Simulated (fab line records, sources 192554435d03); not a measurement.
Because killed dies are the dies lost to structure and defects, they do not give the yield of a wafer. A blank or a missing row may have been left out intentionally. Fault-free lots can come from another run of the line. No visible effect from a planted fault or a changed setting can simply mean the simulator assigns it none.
Struck lot and sound lot, side by side + flow n5-finfet + 40 out of 1938 route steps
Sound: wafers L574.2, L574.4, L574.5. Struck: wafers L586.3, L586.4, L586.5. The cause is named last.
Order at every step that has rows: each side's tool, ch and its chambers, its first start. Under that, the readings that differ: sound wafers + struck wafers + difference of the means + sigmas: that difference in standard deviations of wafers without a fault.
alike: words and numbers the same on both sides, and readings whose means are apart by under 2 such deviations; not compared: readings that were withheld, readings missing a value for some wafer, numbers with overlapping values and no deviation given by the record, and bounds like >300 which may hide the same value.
The two part at a step that has a row with sigmas, a row that says differs or no value, or rows on one side only. Numbers that have no deviation but don't overlap get no sigmas and don't part them. A reading that every wafer of one side lacks parts them only if that side has two wafers or more.

first, 7 steps without rows for these wafers: N5_BEOL_M0_SRD_111 (time 30 s); N5_BEOL_M0_DEGAS_112 (time 60 s); N5_BEOL_M0_PRE_CLEAN_113 (time 30 s); N5_BEOL_M0_ALD_136 (deposits TaN, pulse time 2 s, purge time 3 s, co reactant purge time 2 s); N5_BEOL_M0_SURFACE_TREAT_137; N5_BEOL_M0_CVD_115 (deposits Co from CCTBA/H2, time 120 s); N5_BEOL_M0_SPUTTER_116 (material Cu, target thk 4 nm, time 7.37 s).
N5_BEOL_M0_ANNEAL_117: time 60 s.
  sound on pvd-sputter-01 at day 7 23:16; struck on pvd-sputter-01 at day 10 14:37
  alike: heater-power-w, susceptor_temp_C_max
then, 1 step without rows for these wafers: N5_BEOL_M0_SPUTTER_132 (material Cu, target thk 4 nm, time 7.37 s).
N5_BEOL_M0_ANNEAL_133: time 60 s.
  sound on pvd-sputter-01 at day 7 23:23; struck on pvd-sputter-01 at day 10 14:44
  alike: heater-power-w, susceptor_temp_C_max
then, 2 steps without rows for these wafers: N5_BEOL_M0_SPUTTER_134 (material Cu, target thk 4 nm, time 7.37 s); N5_BEOL_M0_ANNEAL_135 (time 60 s).
N5_BEOL_M0_SPUTTER_141: material Cu, target thk 4 nm, time 7.37 s.
  sound on pvd-sputter-01 at day 7 23:33; struck on pvd-sputter-01 at day 10 14:54
  alike: chamber-pressure-pa, throttle-valve-pct
then, 2 steps without rows for these wafers: N5_BEOL_M0_ECD_118 (material Cu, target thk 300 nm); N5_BEOL_M0_ANNEAL_119 (time 90 s).
N5_BEOL_M0_CMP_120: polishes, stops on SiOC, t overpolish 6.9 s.
  sound on cmp-03 ch 0,1, day 8 00:03; struck on cmp-04 ch 0,1, day 10 16:02
  alike: barrier-field-endpoint-s, edge-zone-pressure-frac, motor-current-A, overpolish-run-s, time-to-endpoint-s
then, 4 steps without rows for these wafers: N5_BEOL_M0_PRE_CLEAN_131 (time 15 s); N5_BEOL_M0_CO_CAP_123 (material Co, precursor CCTBA/H2, target thk 2 nm, time 102.1 s); N5_BEOL_M0_PRE_CLEAN_124 (time 15 s); N5_BEOL_M0_DEP_125 (deposits SiCN from 3MS/NH3, target thk 8 nm, time 14 s).
N5_BEOL_M0_RS_MEAS_126: a four-point-probe measurement.
  sound on film-metro-02 at day 8 00:36; struck on film-metro-01 at day 10 16:35
  alike: M0_RS
then, 1 step without rows for these wafers: N5_BEOL_M1_ILD_DEP_00 (deposits SiOC from DEMS/O2, target thk 79 nm, time 15.3 s).
N5_BEOL_M1_THK_MEAS_01:
  sound on film-metro-01 at day 8 00:44; struck on film-metro-01 at day 10 16:43
  alike: M1_ILD_THK
N5_BEOL_M1_PECVD_72: deposits SiO2 from TEOS/O2, target thk 16 nm, time 18 s.
  sound on pecvd-02 ch 0,1,2, day 8 00:46; struck on pecvd-04 ch 1,2, day 10 16:46
| reading                         | sound          | struck         | difference | sigmas |
|---------------------------------|----------------|----------------|------------|--------|
| showerhead-plenum-p-Torr (Torr) | 8.67 8.71 8.77 | 8.87 8.87 8.77 | +0.12      | +2     |
  alike: heater-power-w, rf-fwd-power-W, throttle-valve-pct
N5_BEOL_M1_HM_DEP_02: deposits TiN, target thk 20 nm.
  sound on pvd-sputter-02 at day 8 02:47; struck on pvd-sputter-03 at day 10 18:04
  alike: chamber-pressure-pa, throttle-valve-pct
then, 9 steps without rows for these wafers: N5_BEOL_M1_COAT_61 (time 60 s, resist thk 60 nm); N5_BEOL_M1_COAT_62 (time 60 s, resist thk 12 nm); N5_BEOL_M1_COAT_73 (time 60 s, resist thk 5 nm); N5_BEOL_M1_COAT_05 (resist thk 30 nm); N5_BEOL_M1_EBR_07; N5_BEOL_M1_SOFTBAKE_06 (time 60 s); N5_BEOL_M1_EXPOSE_08 (exposes mask M1); N5_BEOL_M1_PEB_09 (peb time 60 s); N5_BEOL_M1_DEVELOP_10 (develop time 30 s).
N5_BEOL_M1_CD_MEAS_11: target cd 17.05 nm.
  sound on cd-sem-03 ch 0, day 8 03:20; struck on cd-sem-01 ch 0, day 10 18:27
  alike: cd-nm
N5_BEOL_M1_OVL_MEAS_12:
  sound on overlay-02 ch 0, day 8 03:23; struck on overlay-01 ch 0, day 10 18:29
  alike: M1_OVL
then, 3 steps without rows for these wafers: N5_BEOL_M1_DESCUM_16 (chemistry O2, time 7 s); N5_BEOL_M1_ETCH_74 (etches underlayer in N2/H2, target depth 6.5 nm, time 5.2 s); N5_BEOL_M1_ETCH_63 (etches SiARC in CF4, target depth 15.6 nm, time 26 s).
-- here the record skips 7 days between the struck wafers' starts before and after, leaving off in module BEOL_M1 and picking up in module PASSIVATION (first step shown: number 1936 of the route) --
N5_PASSIVATION_PROBE_49:
  only the struck wafers here have rows in the record (prober-01, day 17 15:44); the sound ones have none

## WHERE THEY PART
At N5_BEOL_M1_PECVD_72 first; at N5_PASSIVATION_PROBE_49 last (within this record only).

WHY: whatever the simulator had introduced
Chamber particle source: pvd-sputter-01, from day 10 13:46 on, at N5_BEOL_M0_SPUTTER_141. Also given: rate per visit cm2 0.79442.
